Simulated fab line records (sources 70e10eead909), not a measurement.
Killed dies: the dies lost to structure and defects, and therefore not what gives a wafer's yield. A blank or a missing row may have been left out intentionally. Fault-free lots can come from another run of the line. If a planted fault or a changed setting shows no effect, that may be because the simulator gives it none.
Which of the tools did it?	flow nand-harc	24 lots with 72 wafers sampled at 3 steps, on a route of 1302 steps

== WHAT THE GAUGES SHOWED, per wafer ==
NHARC_P_M2_THK_MEAS_24: measures by xrf. Usual: 144.2 nm for thk-nm, sd 1.5.
lot	measured	on	thk-nm (nm)	flag
L074	day 6 17:24	film-metro-02	146.0 145.5 145.2	
L075	day 6 22:47	film-metro-01	144.8 145.8 144.3	
L076	day 7 08:13	film-metro-02	147.1 145.0 141.9	
L077	day 7 22:52	film-metro-01	145.5 142.4 145.7	
L079	day 8 10:21	film-metro-01	144.8 144.4 142.2	
L078	day 8 10:47	film-metro-01	143.9 146.0 144.5	
L080	day 9 08:53	film-metro-01	146.2 144.1 146.3	
L081	day 9 15:55	film-metro-02	144.6 147.5 141.7	
L082	day 9 18:56	film-metro-02	144.3 146.4 144.4	
L083	day 10 05:29	film-metro-01	146.6 143.2 143.9	
L084	day 10 16:13	film-metro-02	144.2 143.5 143.6	
L085	day 11 06:40	film-metro-02	145.8 142.9 144.0	
L086	day 11 11:35	film-metro-01	144.9 142.1 145.6	
L087	day 12 00:25	film-metro-02	143.8 141.6 144.7	
L088	day 12 10:44	film-metro-01	143.9 144.7 145.2	
L089	day 12 13:04	film-metro-02	143.5 144.6 142.6	
L090	day 13 02:55	film-metro-01	145.6 143.8 144.5	
L091	day 13 15:28	film-metro-02	145.4 143.8 139.6	
L092	day 14 06:37	film-metro-02	145.2 146.1 143.8	
L093	day 14 08:08	film-metro-01	143.2 143.7 145.7	
L094	day 14 18:37	film-metro-02	144.1 143.9 143.6	
L096	day 15 09:58	film-metro-01	145.8 145.8 145.1	
L095	day 15 11:05	film-metro-01	142.3 142.6 142.6	
L097	day 15 22:48	film-metro-01	143.9 143.7 142.8	

NHARC_P_M2_INSPECT_27. Usual: 313 for raw-defect-count, sd 100.
lot	measured	on	raw-defect-count	flag
L074	day 6 17:33	defect-inspect-02	183 243 375	
L075	day 6 22:57	defect-inspect-02	214 213 416	
L076	day 7 08:22	defect-inspect-01	248 312 276	
L077	day 7 23:01	defect-inspect-02	190 144 293	
L079	day 8 10:30	defect-inspect-02	410 652 496	
L078	day 8 10:57	defect-inspect-02	213 225 305	
L080	day 9 09:02	defect-inspect-02	441 263 344	
L081	day 9 16:05	defect-inspect-01	203 309 174	
L082	day 9 19:05	defect-inspect-01	211 156 189	
L083	day 10 05:38	defect-inspect-02	226 286 181	
L084	day 10 16:22	defect-inspect-02	328 518 408	
L085	day 11 06:49	defect-inspect-01	270 208 242	
L086	day 11 11:44	defect-inspect-02	234 291 198	
L087	day 12 00:35	defect-inspect-02	460 427 365	
L088	day 12 10:53	defect-inspect-02	320 253 214	
L089	day 12 13:13	defect-inspect-01	349 484 320	
L090	day 13 03:05	defect-inspect-01	425 422 225	
L091	day 13 15:37	defect-inspect-01	508 483 346	
L092	day 14 06:47	defect-inspect-01	251 255 295	
L093	day 14 08:18	defect-inspect-02	430 294 402	
L094	day 14 18:46	defect-inspect-02	195 227 228	
L096	day 15 10:08	defect-inspect-02	206 241 230	
L095	day 15 11:16	defect-inspect-01	328 433 585	
L097	day 15 22:57	defect-inspect-02	290 390 282	

NHARC_A_ONON_D1_THK_MEAS_34: measures by ellipsometry. Usual: 200 nm for thk-nm, sd 3.
lot	measured	on	thk-nm (nm)	flag
L074	day 8 15:11	film-metro-01	199 194 196	
L075	day 8 15:10	film-metro-02	200 203 202	
L076	day 9 01:55	film-metro-01	201 205 204	
L077	day 9 18:10	film-metro-02	203 203 203	
L079	day 10 03:53	film-metro-02	203 202 201	
L078	day 10 03:52	film-metro-01	198 203 201	
L080	day 11 06:44	film-metro-01	202 201 203	
L081	day 11 15:44	film-metro-01	199 199 202	
L082	day 11 15:42	film-metro-02	194 197 204	
L083	day 12 00:32	film-metro-01	198 203 198	
L084	day 12 12:18	film-metro-01	198 200 199	
L085	day 13 02:46	film-metro-01	195 201 199	
L086	day 13 02:45	film-metro-02	202 200 202	
L087	day 13 18:42	film-metro-01	198 198 194	
L088	day 14 06:26	film-metro-02	202 204 206	
L089	day 14 06:10	film-metro-01	201 201 204	
L090	day 14 23:40	film-metro-01	203 201 203	
L091	day 15 08:35	film-metro-02	197 198 200	
L092	day 16 00:09	film-metro-02	199 197 196	
L093	day 16 00:10	film-metro-01	205 200 202	
L094	day 16 13:37	film-metro-02	198 201 201	
L096	day 17 17:09	film-metro-02	203 201 205	
L095	day 17 16:45	film-metro-02	201 195 201	
L097	day 17 17:10	film-metro-02	201 201 203	

== TOOL THAT RAN EACH LOT (tool first, then ch and the chambers of the sampled wafers, then the start) ==
The record shows no process step preceding these readings.

== WHAT THE TOOLS THEMSELVES READ (means of the sampled wafers that have a number; where no wafer has one, the mark that the record gives instead) ==
The record holds no such reading with a usual standard deviation.

== THE ANSWER, worked out from the rows above alone ==
Rule: a lot counts as off when the mean over its wafers that have a number is more than 3 standard deviations away from the usual mean. A lot without any number at a reading at which 4 lots or more have one is off too. All remaining lots with rows at the step are treated as sound. After the gauges, taken in route order, come the tools' own readings; for these a lot's mean is taken, as printed above. The first step at which some lot is off is used, and at that step the reading that is off furthest; a lot without a number counts as furthest.
None of the lots is off at any reading shown; this tells nothing.

== WHAT THE SIMULATOR HAD PUT IN ==
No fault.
